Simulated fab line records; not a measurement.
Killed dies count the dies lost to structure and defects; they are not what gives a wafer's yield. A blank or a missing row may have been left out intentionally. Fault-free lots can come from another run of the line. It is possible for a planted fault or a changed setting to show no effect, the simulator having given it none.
Code-filled problem report in 8D (eight disciplines) form | flow nand_harc | the parts of the form that need people (team, actions taken, sign-off) are left out

== 1. WHAT IS WRONG ==
Mean of rf_fwd_power_W at NHARC_A_BONDPAD_DEP_00: 268.1 W across 6 wafers in 2 lots; on wafers with no fault it is 449.0 W (standard deviation 1.3). So: -99 or more standard deviations from the usual mean.
The step: deposits SiCN, target thk 250 nm.
The first sign was on wafer L755.3 at day 25 22:29, on pecvd-04. At this step, 36 wafers from 12 lots have a number in the record. The rule behind "out" and "out of limits": a value lying over 4 standard deviations away from the usual mean. The other wafers with a number count as sound.

== 2. WHAT IT IS; WHAT IT IS NOT ==
question                    | is                               | is not
which readings at this step | rf_fwd_power_W, showerhead_vpp_V | susceptor_temp_C
which lots                  | L755, L756                       | L749, L759, L760, L762, L764, L765, L766, L767, L768, L770
which wafers of those lots  | all that have a number           | -
read on which tools         | pecvd-04                         | pecvd-02, pecvd-03
when                        | from day 25 22:29                | up to then (3 sound wafers); but 27 sound wafers of L759, L760, L762, L764, L765, L766, L767, L768, L770 came after

== 3. THE SUSPECTS, EACH WITH WHAT RULES IT OUT ==
Counting: any tool at a process step up to the reading is kept as a suspect provided that every lot that is out went through it and no sound lot did after the first of them.
- pecvd-01 at NHARC_A_M1_DEP_33 (deposits SiCN, target thk 30 nm): ruled out as a lasting fault. The sound lots L762, L765, L766, L767, L768 went through it after L755, its earliest lot that is out (day 25 22:01).
- pecvd-04 at NHARC_A_BONDPAD_DEP_00 (deposits SiCN, target thk 250 nm): ruled out as a lasting fault. The sound lots L764, L765, L767, L770 went through it after L755, its earliest lot that is out (day 25 22:29).
Left after counting: nothing in the record.

== 4. THE CAUSE (what the simulator had put in) ==
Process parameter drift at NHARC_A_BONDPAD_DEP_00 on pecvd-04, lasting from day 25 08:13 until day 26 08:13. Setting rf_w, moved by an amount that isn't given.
Counting ruled it out, wrongly.

== 5. THE CHAIN OF EFFECTS, in route order ==
Rows list readings where the struck wafers' mean (over those with a number) sits beyond 3 standard deviations from the usual. Only readings whose record carries a usual standard deviation are examined. hours: median over the lots of the time between each lot's start at the first step of this table that gives one and its start at this step. sigmas: the change, counted in usual standard deviations.
hours | step                   | reading          | usual   | on struck wafers | change | sigmas
0     | NHARC_A_BONDPAD_DEP_00 | rf_fwd_power_W   | 449.0 W | 268.1            | -180.9 | -99 or more
0     | NHARC_A_BONDPAD_DEP_00 | showerhead_vpp_V | 1313 V  | 1034             | -279   | -8.2
It contains these process steps:
- NHARC_A_BONDPAD_DEP_00: deposits SiCN, target thk 250 nm.

== 6. HOW IT WOULD HAVE BEEN CAUGHT EARLIER ==
First out-of-limits reading in this record: day 25 22:29, which is 14 hours after fault onset at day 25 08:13.
